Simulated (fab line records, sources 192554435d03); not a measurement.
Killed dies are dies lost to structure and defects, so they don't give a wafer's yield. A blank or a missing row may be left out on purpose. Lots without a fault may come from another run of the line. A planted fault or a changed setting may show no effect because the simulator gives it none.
Problem report in the 8D (eight disciplines) form, filled by code | flow n5_finfet | the parts of the form that need people (team, actions taken, sign-off) are left out

1. THE PROBLEM
run_length_s at N5_BEOL_M6_ETCH_41 reads a mean of 78.3 s on 4 wafers of 3 lots; wafers without a fault read 75.3 s with a standard deviation of 0.46. That is +6.6 standard deviations from the usual mean.
The step: etches SiCN in CH3F/O2, target depth 29.7 nm, time 52 s.
First seen on wafer L963.1, day 12 10:55, on rie_diel-02. The record holds 21 wafers of 7 lots with a number at this step. Rule for "out", or "out of limits": more than 4 standard deviations from the usual mean. The other wafers with a number count as sound.

2. WHAT IT IS AND WHAT IT IS NOT
question                    | is                             | is not
which readings at this step | run_length_s                   | drypump_motor_current_A, rf_vpp_V, showerhead_plenum_p_Torr, throttle_valve_pct
which lots                  | L963, L966, L967               | L956, L960, L973, L974
which wafers of those lots  | L963.1, L963.4, L966.4, L967.1 | L963.2, L966.3, L966.5, L967.2, L967.6
read on which tools         | rie_diel-02                    | rie_diel-03
when                        | from day 12 10:55              | up to then (7 sound wafers); but 10 sound wafers of L966, L967, L973, L974 came after

3. SUSPECTS, AND WHAT RULES EACH OUT
Counting: a tool at a process step up to the reading stays a suspect if it ran every lot that is out. Sound lots after the first of them don't rule it out here, since some wafers of a struck lot are sound.
- rie_diel-02 at N5_BEOL_M6_ETCH_72 (etches underlayer in N2/H2, target depth 6.5 nm, time 5.2 s): kept. It ran every lot that is out, first L963 (day 12 10:38); its last sound lot up to then is L960 (day 11 01:23).
- rie_diel-02 at N5_BEOL_M6_ETCH_65 (etches SiARC in CF4, target depth 15.6 nm, time 26 s): kept. It ran every lot that is out, first L963 (day 12 10:40); its last sound lot up to then is L960 (day 11 01:24).
- rie_diel-02 at N5_BEOL_M6_ETCH_66 (etches SOC in N2/H2, target depth 80 nm, overetch 16 nm, time 120 s): kept. It ran every lot that is out, first L963 (day 12 10:41); its last sound lot up to then is L960 (day 11 01:26).
- rie_diel-02 at N5_BEOL_M6_STRIP_36 (strips in N2/H2): kept. It ran every lot that is out, first L963 (day 12 10:50); its last sound lot up to then is L960 (day 11 01:35).
- rie_diel-02 at N5_BEOL_M6_ETCH_41 (etches SiCN in CH3F/O2, target depth 29.7 nm, time 52 s): kept. It ran every lot that is out, first L963 (day 12 10:55); its last sound lot up to then is L960 (day 11 01:40). Its own readings are out on those wafers: run_length_s.
Left after counting: rie_diel-02 at N5_BEOL_M6_ETCH_72, rie_diel-02 at N5_BEOL_M6_ETCH_65, rie_diel-02 at N5_BEOL_M6_ETCH_66, rie_diel-02 at N5_BEOL_M6_STRIP_36, rie_diel-02 at N5_BEOL_M6_ETCH_41.

4. THE CAUSE (what the simulator had put in)
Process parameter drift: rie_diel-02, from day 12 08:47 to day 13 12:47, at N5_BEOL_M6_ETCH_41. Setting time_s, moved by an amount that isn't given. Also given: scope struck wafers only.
Counting left 5 suspects, and this tool is among them.

5. THE CHAIN OF EFFECTS, in route order
Each row: a reading whose mean over the struck wafers that have a number lies more than 3 standard deviations from the usual. Only readings for which the record gives a usual standard deviation are gone through. hours: the time from each lot's start at the first step in this table that gives one to its start at this step, as a median over the lots. sigmas: the change in usual standard deviations.
hours | step               | reading      | usual  | on struck wafers | change | sigmas
0     | N5_BEOL_M6_ETCH_41 | run_length_s | 75.3 s | 78.3             | +3.0   | +6.6
The process steps in it:
- N5_BEOL_M6_ETCH_41: etches SiCN in CH3F/O2, target depth 29.7 nm, time 52 s.

6. WHAT WOULD HAVE CAUGHT IT SOONER
In this record the first reading out of limits was taken at day 12 10:55, 2 hours after the fault began at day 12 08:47.
